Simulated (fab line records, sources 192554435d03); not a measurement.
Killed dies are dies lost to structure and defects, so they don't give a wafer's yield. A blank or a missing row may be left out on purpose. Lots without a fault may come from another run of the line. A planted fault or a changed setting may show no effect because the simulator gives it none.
Chamber matching | flow n5_finfet | N5_ILD0_ALD_15 on ald_sin-03: 4 sister chambers
The step deposits SiNx, target thk 24 nm, pulse time 1 s, ald cycles 480. 7 wafers are shown with their chamber, then 7 later ones without.

WAFERS WITH THEIR CHAMBER
wafer  | chamber | heater_power_w (W) | precursor_pulse_height_rel
L077.5 | 1       | 941                | 1.028
L083.5 | 0       | 750                | 1.013
L083.6 | 3       | 919                | 0.992
L085.4 | 1       | 905                | 1.017
L085.5 | 2       | 627                | 1.031
L087.3 | 2       | 633                | 1.029
L087.4 | 3       | 937                | 0.987

WAFERS WITHOUT THEIR CHAMBER
wafer  | heater_power_w (W) | precursor_pulse_height_rel
L087.6 | 910                | 0.978
L088.2 | 634                | 1.000
L088.3 | 932                | 1.002
L088.5 | 943                | 0.972
L091.1 | 754                | 0.987
L091.3 | 922                | 1.017
L091.4 | 626                | 0.982

WHICH CHAMBER EACH WENT THROUGH
wafer  | from the rows above     | in truth
L087.6 | 3                       | 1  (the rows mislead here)
L088.2 | can't be placed: 2 or 0 | 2
L088.3 | can't be placed: 3 or 1 | 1
L088.5 | 3                       | 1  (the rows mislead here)
L091.1 | 0                       | 0
L091.3 | 1                       | 1
L091.4 | can't be placed: 2 or 0 | 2
Placed correctly: 2 of 7. Can't be placed from these rows: 3 (the true chamber is among the candidates in 3). Placed wrongly: 2.
How it was worked out, from the rows above alone: a wafer's distance from a chamber is the root of the sum, over the readings, of the square of ((its reading less the chamber's mean) divided by the reading's scatter). The wafer belongs to the nearest chamber; if the next one is less than 2 further off, it can't be placed. A chamber's mean is the mean of its shown wafers. The scatter: the root of (the sum of the squares of (reading less its chamber's mean) over the shown wafers, divided by (wafers less chambers)).
